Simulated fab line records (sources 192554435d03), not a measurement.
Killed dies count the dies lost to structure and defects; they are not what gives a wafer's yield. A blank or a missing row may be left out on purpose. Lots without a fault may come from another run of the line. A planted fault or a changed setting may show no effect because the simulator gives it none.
Matching of chambers :: flow n5-finfet :: 4 sister chambers for N5_MOL_CONTACT_COAG_CMP_52 on cmp-03
The step polishes, stops on SiO2, t overpolish 1.5 s, target thk 66.5 nm. 14 wafers are shown with their chamber, then 7 later ones without.

== EACH WAFER AND ITS CHAMBER ==
wafer: L074.2
chamber: 3
motor-current-A (A): 10.3
time-to-endpoint-s (s): 15.4
overpolish-run-s (s): 1.506

wafer: L074.3
chamber: 2
motor-current-A (A): 11.9
time-to-endpoint-s (s): 13.9
overpolish-run-s (s): 1.493

wafer: L074.6
chamber: 1
motor-current-A (A): 11.9
time-to-endpoint-s (s): 10.9
overpolish-run-s (s): 1.499

wafer: L079.1
chamber: 0
motor-current-A (A): 16.3
time-to-endpoint-s (s): 10.5
overpolish-run-s (s): 1.484

wafer: L079.3
chamber: 3
motor-current-A (A): 10.1
time-to-endpoint-s (s): 12.8
overpolish-run-s (s): 1.491

wafer: L079.5
chamber: 1
motor-current-A (A): 12.3
time-to-endpoint-s (s): 10.8
overpolish-run-s (s): 1.492

wafer: L079.2
chamber: 1
motor-current-A (A): 11.8
time-to-endpoint-s (s): 13.5
overpolish-run-s (s): 1.492

wafer: L079.4
chamber: 2
motor-current-A (A): 12.2
time-to-endpoint-s (s): 10.8
overpolish-run-s (s): 1.492

wafer: L079.6
chamber: 0
motor-current-A (A): 16.1
time-to-endpoint-s (s): 12.0
overpolish-run-s (s): 1.500

wafer: L080.1
chamber: 1
motor-current-A (A): 11.8
time-to-endpoint-s (s): 9.1
overpolish-run-s (s): 1.495

wafer: L080.2
chamber: 3
motor-current-A (A): 10.2
time-to-endpoint-s (s): 15.5
overpolish-run-s (s): 1.514

wafer: L080.6
chamber: 1
motor-current-A (A): 12.1
time-to-endpoint-s (s): 11.5
overpolish-run-s (s): 1.507

wafer: L085.2
chamber: 0
motor-current-A (A): 15.8
time-to-endpoint-s (s): 11.3
overpolish-run-s (s): 1.512

wafer: L085.3
chamber: 2
motor-current-A (A): 12.6
time-to-endpoint-s (s): 10.7
overpolish-run-s (s): 1.503

SIGNATURES, as means of the wafers listed above
reading: motor-current-A
chamber 0: 16.067
chamber 1: 11.980
chamber 2: 12.233
chamber 3: 10.200
scatter within a chamber: 0.241

reading: time-to-endpoint-s
chamber 0: 11.267
chamber 1: 11.160
chamber 2: 11.800
chamber 3: 14.567
scatter within a chamber: 1.5

reading: overpolish-run-s
chamber 0: 1.49867
chamber 1: 1.49700
chamber 2: 1.49600
chamber 3: 1.50367
scatter within a chamber: 0.00948
Rule: for each reading, subtract the chamber's mean from the wafer's reading, divide by that reading's scatter and square the result; add these up over the readings and take the root, which gives the wafer's distance from the chamber. The wafer belongs to the nearest chamber; if the next one is less than 2 further off, it can't be placed. The scatter is the square root of a quotient: the sum, over the shown wafers, of each reading's squared deviation from its chamber's mean, divided by wafers minus chambers.

== WAFERS WHOSE CHAMBER IS MISSING ==
wafer: L085.6
motor-current-A (A): 12.1
time-to-endpoint-s (s): 9.3
overpolish-run-s (s): 1.501

wafer: L090.2
motor-current-A (A): 15.9
time-to-endpoint-s (s): 9.5
overpolish-run-s (s): 1.504

wafer: L090.3
motor-current-A (A): 10.3
time-to-endpoint-s (s): 11.8
overpolish-run-s (s): 1.493

wafer: L090.4
motor-current-A (A): 11.8
time-to-endpoint-s (s): 9.1
overpolish-run-s (s): 1.506

wafer: L093.1
motor-current-A (A): 12.2
time-to-endpoint-s (s): 7.5
overpolish-run-s (s): 1.492

wafer: L093.2
motor-current-A (A): 11.9
time-to-endpoint-s (s): 8.7
overpolish-run-s (s): 1.500

wafer: L093.4
motor-current-A (A): 15.1
time-to-endpoint-s (s): 9.7
overpolish-run-s (s): 1.501

== WHICH CHAMBER EACH ONE RAN IN ==
wafer: L085.6
from the rows above: can't be placed: 1 or 2
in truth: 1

wafer: L090.2
from the rows above: 0
in truth: 0

wafer: L090.3
from the rows above: 3
in truth: 3

wafer: L090.4
from the rows above: can't be placed: 1 or 2
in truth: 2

wafer: L093.1
from the rows above: can't be placed: 1 or 2
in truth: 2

wafer: L093.2
from the rows above: can't be placed: 1 or 2
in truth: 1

wafer: L093.4
from the rows above: 0
in truth: 0
Correct placement for 3 of the 7. Cannot be placed on the basis of these rows: 4; the candidates contain the true chamber in 4. Wrongly placed: 0.
